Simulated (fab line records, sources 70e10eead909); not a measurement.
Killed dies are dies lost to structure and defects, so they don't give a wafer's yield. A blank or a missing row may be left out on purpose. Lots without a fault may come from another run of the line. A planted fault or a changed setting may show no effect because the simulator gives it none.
fab line records | flow nand_harc
record lots=7 wafers=21 last_day=30
route steps=1302 shown P_CONTACT@241 P_M0@253
lots that met no fault: from a run of the same line without faults
start_h: hours from the record's first day to the start of the lot's first wafer shown | wait_h: hours since the lot's step before | " the same as in the row above | L1.1+2: a row that stands for several wafers | - no value, or no start given | * or withheld: withheld | < > ~ a bound
route shown NAME@n: a module of which the file shows steps, and the number in the route of the first | usual: mean/standard deviation of fault-free wafers | same: alike in all rows | chamber/n: place in a boat | sites: the reading at each site | _std_site: their standard deviation | _edge_site: outer sites' mean less inner sites' | radius_mm: how far each site lies from the wafer's centre | mask NAME#n: copy n | behind: the tool/chamber that last shaped the wafer | hold: why the lot was held/for how many hours/how that ended | device: the transistor (n, p or np) that didn't switch | end of line: the same wafers' tests at the end of the route | a step without rows: its recipe alone | killed: dies lost to structure and defects at the first sort, not the wafer's yield | map: a wafer's dies, x killed, . not, _ none there
set.NAME: the setting as run; set.NAME@STEP: as run at that earlier step | model.NAME: the simulator's own value behind a step, which no gauge read
lots at some steps of the route; a table a step, a row a wafer
services: from which hour (start_h, from the record's first day; less than 0 if before it) a tool's chamber was out of use, for how many hours, and why
## steps
# step NHARC_P_CONTACT_CD_MEAS_19
# usual cd_nm=89.7/1.6
# columns lot.wafer tool chamber start_h wait_h cd_nm
L871.1 cd_sem-03 - 129.80 - 88.5
L871.5 " - " " 88.9
L871.6 " - " " 88.9
L877.2 cd_sem-03 - 182.47 - 92.5
L877.4 " - " " 91.5
L877.5 " - " " 89.6
L878.2 cd_sem-01 - 193.22 - 92.3
L878.4 " - " " 92.5
L878.6 " - " " 90.6
L884.1 cd_sem-02 - 263.89 - 89.1
L884.2 " - " " 91.4
L884.3 " - " " 91.9
L889.1 cd_sem-03 - 303.85 - 88.1
L889.4 " - " " 90.4
L889.6 " - " " 87.8
L890.2 cd_sem-03 - 318.48 - 88.8
L890.4 " - " " 88.9
L890.5 " - " " 91.0
L891.2 cd_sem-02 - 328.57 - 89.7
L891.3 " - " " 89.9
L891.6 " - " " 90.0
# step NHARC_P_CONTACT_STRIP_28
# recipe o2_flow_sccm=500 ar_flow_sccm=0 bias_w=0 chemistry=O2
# usual drypump_motor_current_A=5.8/0.35 o2_flow_sccm=500.0/1.5 oes_product_au=0.996/0.01 rf_vpp_V=57.7/0.88 showerhead_plenum_p_Torr=3.51/0.13 throttle_valve_pct=17.037/0.0086
# columns lot.wafer tool chamber start_h wait_h drypump_motor_current_A o2_flow_sccm oes_product_au rf_hours_counter_h rf_vpp_V showerhead_plenum_p_Torr throttle_valve_pct
L871.1 rie_diel-05 3 129.87 0.1 5.9 501.4 1.005 4.6 57.2 3.38 17.031
L871.6 " 3 " " 6.0 502.2 1.000 - 58.0 3.38 17.041
L871.5 " 0 " " 5.4 498.8 0.994 - 57.3 3.32 17.030
L877.2 rie_diel-10 0 182.58 0.1 5.8 499.0 0.978 2.5 56.5 3.69 17.034
L877.4 " 1 " " 5.8 499.4 1.014 2.7 58.7 3.79 17.033
L877.5 " 2 " " 5.9 499.2 0.965 - 57.7 3.40 17.040
L878.2 rie_diel-05 1 193.31 0.1 5.6 501.1 0.988 7.6 57.4 3.52 17.028
L878.4 " 2 " " 6.2 498.7 0.994 8.6 58.6 3.59 17.040
L878.6 " 1 " " 5.6 500.3 0.994 - 57.5 3.52 17.043
L884.1 rie_diel-05 0 263.97 0.1 5.3 499.4 0.999 1.4 56.0 3.32 17.029
L884.3 " 1 " " 5.6 499.7 1.007 1.8 57.5 3.51 17.036
L884.2 " 3 " " 6.0 502.0 0.996 2.0 58.5 3.38 17.031
L889.4 rie_diel-05 2 303.96 0.1 6.2 497.9 0.997 4.6 60.3 3.58 17.038
L889.1 " 3 " " 6.0 498.2 0.989 4.5 57.9 3.38 17.055
L889.6 " 1 " " 5.6 497.8 1.004 - 58.2 3.51 17.037
L890.2 rie_diel-05 0 318.57 0.1 5.4 506.2 0.998 5.5 57.3 3.31 17.036
L890.4 " 1 " " 5.6 499.9 1.000 6.0 58.0 3.51 17.037
L890.5 " 3 " " 6.0 501.0 1.002 - 57.3 3.38 17.043
L891.2 rie_diel-05 2 328.68 0.1 6.2 498.7 0.997 5.8 57.3 3.58 17.039
L891.3 " 3 " " 6.0 502.1 0.978 5.8 56.9 3.38 17.029
L891.6 " 0 " " 5.4 500.7 0.994 - 56.4 3.31 17.032
# step NHARC_P_CONTACT_STRIP_29
# recipe time_s=1200 temp_c=72.5 chemistry=post_etch_residue_remover
# step NHARC_P_CONTACT_DEGAS_38
# recipe temp_c=300 time_s=60
# usual heater_power_w=494/60
# columns lot.wafer tool chamber start_h wait_h heater_power_w
L871.1 pvd_sputter-02 - 130.51 - 487
L871.6 " - " " 478
L871.5 " - " " 462
L877.4 pvd_sputter-02 - 183.19 - 472
L877.2 " - " " 438
L877.5 " - " " 477
L878.4 pvd_sputter-01 - 193.95 - 497
L878.2 " - " " 565
L878.6 " - " " 493
L884.1 pvd_sputter-02 - 264.60 - 479
L884.2 " - " " 400
L884.3 " - " " 437
L889.4 pvd_sputter-02 - 304.57 - 420
L889.1 " - " " 481
L889.6 " - " " 421
L890.4 pvd_sputter-01 - 319.20 - 521
L890.2 " - " " 520
L890.5 " - " " 529
L891.3 pvd_sputter-03 - 329.29 - 393
L891.2 " - " " 485
L891.6 " - " " 411
# step NHARC_P_CONTACT_PRE_CLEAN_39
# recipe time_s=19.5 bias_v=250 gas=Ar
# step NHARC_P_CONTACT_PVD_32
# recipe target_thk_a=50 chamber_pressure_pa=5 power_w=5000 substrate_temp_c=200 time_s=17.7 material=Ti
# usual throttle_valve_pct=30.0/1
# columns lot.wafer tool chamber start_h wait_h throttle_valve_pct
L871.1 pvd_sputter-02 - - - 29.9
L871.6 " - " " 31.0
L871.5 " - " " 29.8
L877.2 pvd_sputter-02 - - - 30.7
L877.4 " - " " 30.8
L877.5 " - " " 29.6
L878.4 pvd_sputter-01 - - - 29.8
L878.2 " - " " 29.1
L878.6 " - " " 30.7
L884.2 pvd_sputter-02 - - - 29.9
L884.1 " - " " 30.9
L884.3 " - " " 29.8
L889.1 pvd_sputter-02 - - - 31.3
L889.4 " - " " 30.0
L889.6 " - " " 30.2
L890.2 pvd_sputter-01 - - - 30.2
L890.4 " - " " 31.3
L890.5 " - " " 29.9
L891.3 pvd_sputter-03 - - - 29.1
L891.2 " - " " 28.4
L891.6 " - " " 29.1
# step NHARC_P_CONTACT_ALD_22
# recipe target_thk_a=30 pulse_time_s=1 ald_cycles=150 temp_c=450 material=TiN
# usual heater_power_w=1074/78 precursor_pulse_height_rel=1.000/0.019
# same pulse_time_s=1
# columns lot.wafer tool chamber start_h wait_h heater_power_w precursor_pulse_height_rel since_wet_clean_h
L871.1 ald_metal-04 2 130.75 - 1118 1.000 3
L871.6 " 2 " " 1106 0.987 -
L871.5 " 3 " " 1068 1.007 -
L877.4 ald_metal-03 1 183.42 - 983 1.026 139
L877.2 " 0 " " 1066 0.991 140
L877.5 " 1 " " 1005 0.987 -
L878.2 ald_metal-04 0 194.17 - 987 0.983 66
L878.4 " 1 " " 1047 0.995 66
L878.6 " 1 " " 1044 0.998 -
L884.1 ald_metal-02 2 264.85 - 1105 1.000 1
L884.2 " 3 " " 1033 0.977 1
L884.3 " 1 " " 1185 1.022 1
L889.4 ald_metal-02 0 304.84 - 1269 0.987 41
L889.1 " 1 " " 1153 1.029 41
L889.6 " 3 " " 1036 1.044 -
L890.2 ald_metal-04 0 319.49 - 941 0.990 14
L890.5 " 1 " " 1107 1.012 -
L890.4 " 2 " " 1083 0.983 -
L891.2 ald_metal-02 1 329.57 - 1183 0.989 66
L891.3 " 3 " " 1039 1.014 66
L891.6 " 0 " " 1262 1.018 -
# step NHARC_P_CONTACT_CVD_23
# recipe target_thk_a=2000 temp_c=300 pressure_torr=40 wf6_flow_sccm=40 h2_flow_sccm=1600 ar_flow_sccm=1560 time_s=557 material=W
# step NHARC_P_CONTACT_CMP_24
# recipe t_overpolish_s=30 target_thk_nm=200
# usual motor_current_A=12.1/1.2 overpolish_run_s=30.002/0.0095 time_to_endpoint_s=41.3/2.7
# columns lot.wafer tool chamber start_h wait_h motor_current_A overpolish_run_s time_to_endpoint_s
L871.1 cmp-01 3 131.68 0.6 10.4 30.023 42.4
L871.5 " 0 " " 12.4 30.006 45.1
L871.6 " 1 " " 12.0 30.005 43.9
L877.2 cmp-02 1 184.30 0.5 12.2 30.000 35.7
L877.4 " 2 " " 12.7 29.999 36.0
L877.5 " 1 " " 11.9 29.987 33.4
L878.4 cmp-02 3 195.17 0.4 10.1 30.027 46.1
L878.2 " 1 " " 12.4 30.008 41.1
L878.6 " 0 " " 12.7 29.998 45.3
L884.2 cmp-03 2 265.70 0.5 12.3 30.021 38.2
L884.1 " 0 " " 13.5 29.989 38.3
L884.3 " 1 " " 9.8 30.010 39.8
L889.4 cmp-03 0 305.69 0.3 13.6 29.999 42.8
L889.1 " 1 " " 9.7 29.998 39.7
L889.6 " 3 " " 13.5 30.005 39.7
L890.4 cmp-01 2 320.32 0.3 11.5 29.990 43.6
L890.2 " 0 " " 12.8 29.994 38.9
L890.5 " 3 " " 10.3 30.010 44.0
L891.2 cmp-01 2 330.40 0.6 11.8 30.006 41.6
L891.3 " 3 " " 10.5 30.005 43.0
L891.6 " 3 " " 10.6 30.004 41.6
# step NHARC_P_CONTACT_SRD_26
# step NHARC_P_CONTACT_INSPECT_27
# usual raw_defect_count=292/110
# columns lot.wafer tool chamber start_h wait_h raw_defect_count
L871.1 defect_inspect-02 - 132.00 0.1 257
L871.5 " - " " 228
L871.6 " - " " 350
L877.2 defect_inspect-02 - 184.68 0.1 283
L877.4 " - " " 250
L877.5 " - " " 546
L878.2 defect_inspect-01 - 195.58 0.1 350
L878.4 " - " " 295
L878.6 " - " " 277
L884.1 defect_inspect-02 - 266.10 0.1 365
L884.2 " - " " 341
L884.3 " - " " 349
L889.1 defect_inspect-01 - 306.06 0.1 362
L889.4 " - " " 324
L889.6 " - " " 667
L890.2 defect_inspect-02 - 320.72 0.1 518
L890.4 " - " " 542
L890.5 " - " " 264
L891.2 defect_inspect-01 - 330.81 0.1 210
L891.3 " - " " 291
L891.6 " - " " 405
# step NHARC_P_M0_DEP_00
# recipe target_thk_a=1500 target_thk_nm=150 temp_c=withheld pressure_torr=5 flow_sccm=200 rf_w=600 material=SiOC
# usual chamber_pressure_Torr=4.999/0.011 rf_fwd_power_W=598.6/1.7
# columns lot.wafer tool chamber start_h wait_h chamber_pressure_Torr rf_fwd_power_W since_wet_clean_h
L871.1 pecvd-03 2 132.07 0.1 4.995 598.5 115
L871.5 " 2 " " 4.999 598.0 -
L871.6 " 0 " " 4.986 596.2 -
L877.2 pecvd-03 0 184.83 0.2 4.991 597.4 168
L877.5 " 2 " " 5.009 599.2 -
L877.4 " 0 " " 4.985 599.2 -
L878.2 pecvd-04 0 195.64 0.1 5.004 599.7 94
L878.6 " 0 " " 5.017 598.6 -
L878.4 " 1 " " 4.984 598.3 -
L884.3 pecvd-03 0 266.17 0.1 4.979 599.3 68
L884.2 " 1 " " 4.997 599.5 68
L884.1 " 2 " " 4.989 598.5 68
L889.1 pecvd-03 2 306.13 0.1 - - -
L889.4 " 2 " " - - -
L889.6 " 1 " " - - -
L890.2 pecvd-02 1 320.88 0.2 - - -
L890.5 " 0 " " - - -
L890.4 " 1 " " - - -
L891.3 pecvd-04 1 330.92 0.1 - - -
L891.2 " 2 " " - - -
L891.6 " 2 " " - - -
# step NHARC_P_M0_DEHYDRATE_01
# recipe temp_c=150 time_s=120
## services
# columns tool chamber start_h hours kind
ald_metal-04 - 118.00 10.0 pm
ald_metal-02 0 118.48 5.5 repair
ald_metal-02 3 132.56 3.9 repair
pvd_sputter-01 - 141.20 0.8 repair
cmp-01 - 151.49 0.5 repair
ald_metal-02 - 171.12 0.5 repair
rie_diel-05 - 179.05 1.7 repair
pecvd-03 - 185.02 13.0 pm
cmp-01 - 188.32 4.0 pm
cmp-01 - 206.10 2.3 repair
pvd_sputter-01 - 226.00 10.0 pm
rie_diel-05 - 229.63 9.0 pm
pecvd-03 - 243.28 0.3 repair
ald_metal-04 1 244.96 14.1 repair
ald_metal-02 - 254.00 10.0 pm
ald_metal-04 - 271.62 0.2 repair
cmp-01 - 273.47 0.3 repair
pvd_sputter-02 - 273.81 3.4 repair
pvd_sputter-01 - 275.33 1.6 repair
pvd_sputter-02 - 282.00 10.0 pm
cmp-01 - 286.32 4.0 pm
ald_metal-02 - 289.02 5.8 repair
ald_metal-04 - 296.00 10.0 pm
cmp-01 - 296.61 0.9 repair
## key
first_sign step=NHARC_P_M0_DEP_00 reading=tool_record direction=missing
effect none on later readings
met_at NHARC_P_M0_DEP_00
struck_wafers L889.1,L889.4,L889.6,L890.2,L890.4,L890.5,L891.2,L891.3,L891.6
later_rows_left_out L889.1,L889.4,L889.6,L890.2,L890.4,L890.5,L891.2,L891.3,L891.6
sort_left_out L889.1,L889.4,L889.6,L890.2,L890.4,L890.5,L891.2,L891.3,L891.6
onset_between 266.17 306.13
fault kind=skipped_step_whole tool=pecvd-02,pecvd-03,pecvd-04 chamber=- onset_h=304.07 steps=NHARC_P_M0_DEP_00 scope=struck_lots_only
# sort_left_out: the simulated sort isn't trusted on such a fault, so these wafers' sort isn't shown, and their yield isn't known
# later_rows_left_out: the simulator's readings of these wafers behind a module that went badly wrong aren't trusted and aren't shown, but for the sort
